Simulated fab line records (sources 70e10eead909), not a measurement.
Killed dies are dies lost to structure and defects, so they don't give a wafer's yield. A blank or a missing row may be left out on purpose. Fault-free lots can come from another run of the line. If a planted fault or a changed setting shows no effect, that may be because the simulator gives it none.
Struck lot and sound lot, side by side    flow nand harc    14 steps out of a route of 1159
Sound: these wafers, L993.1, L993.3, L993.6. Struck: wafer L983.4 (L983.2, L983.3, from the same lot, were not struck and are left out); the cause is given at the end.
For every step that has rows: the tool of each side, followed by ch and its chambers, followed by its first start. Under that, the readings that differ: sound wafers    struck wafers    difference of the means    sigmas: that difference in standard deviations of wafers without a fault.
alike: readings with means less than 2 such deviations apart, plus words and numbers identical on both sides. not compared: withheld readings, readings lacking a value on some wafer, bounds such as >300 that could conceal the same value, and numbers that have no deviation in the record and whose values overlap.
The two part at a step that has a row with sigmas, a row that says differs or no value, or rows on one side only. Numbers that have no deviation but don't overlap get no sigmas and don't part them. Lack of a reading on every wafer of one side parts them only where that side has two or more wafers.

first, 9 steps without rows for these wafers: NHARC_THIN_TSV_PVD_24 (deposits Al, target thk 800 nm); NHARC_THIN_TSV_DEHYDRATE_25 (time 120 s); NHARC_THIN_TSV_HMDS_26 (time 30 s); NHARC_THIN_TSV_COAT_27; NHARC_THIN_TSV_SOFTBAKE_28 (time 95 s); NHARC_THIN_TSV_EBR_29; NHARC_THIN_TSV_EXPOSE_30 (exposes mask PAD); NHARC_THIN_TSV_PEB_31 (peb time 85 s); NHARC_THIN_TSV_DEVELOP_32 (time 70 s).
NHARC_THIN_TSV_CD_MEAS_33: the cd target is 5000 nm.
  sound on cd sem-03 ch 0, day 21 18:16; struck on cd sem-01 ch 0, day 20 10:53
  alike: cd nm
then, 1 step without rows for these wafers: NHARC_THIN_TSV_HARDBAKE_34 (time 80 s).
NHARC_THIN_TSV_DESCUM_35: chemistry O2, time 3 s.
  sound on rie diel-11 ch 0,2,3, day 21 18:26; struck on rie diel-05 ch 1, day 20 11:05
  alike: drypump motor current A, oes product au, rf vpp V, showerhead plenum p Torr, throttle valve pct
  not compared: rf hours counter h
NHARC_THIN_TSV_ETCH_59: etches the open film in Cl2/BCl3, target depth 880 nm, time 138.1 s.
  sound on rie metal-01 ch 0,1, day 21 18:35; struck on rie metal-02 ch 1, day 20 11:11
reading           sound                 struck  difference  sigmas
run length s (s)  160.29 159.58 159.88  145.90  -14.02      -48
  alike: drypump motor current A, oes product au, throttle valve pct
  not compared: rf hours counter h
NHARC_THIN_TSV_ETCH_36: etches the open film in Cl2/BCl3, target depth 65 nm, time 18.571 s.
  sound on rie metal-01 ch 0,1, day 21 18:52; struck on rie metal-02 ch 0, day 20 11:27
reading           sound              struck  difference  sigmas
run length s (s)  40.60 40.20 39.94  39.40   -0.85       -3
  alike: drypump motor current A, oes product au
  not compared: rf hours counter h

## WHERE THEY PART
At NHARC_THIN_TSV_ETCH_59 first; at NHARC_THIN_TSV_ETCH_36 last (within this record only).

WHY: whatever the simulator had introduced
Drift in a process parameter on rie metal-02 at NHARC_THIN_TSV_ETCH_59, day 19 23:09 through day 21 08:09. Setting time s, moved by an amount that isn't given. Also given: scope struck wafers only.
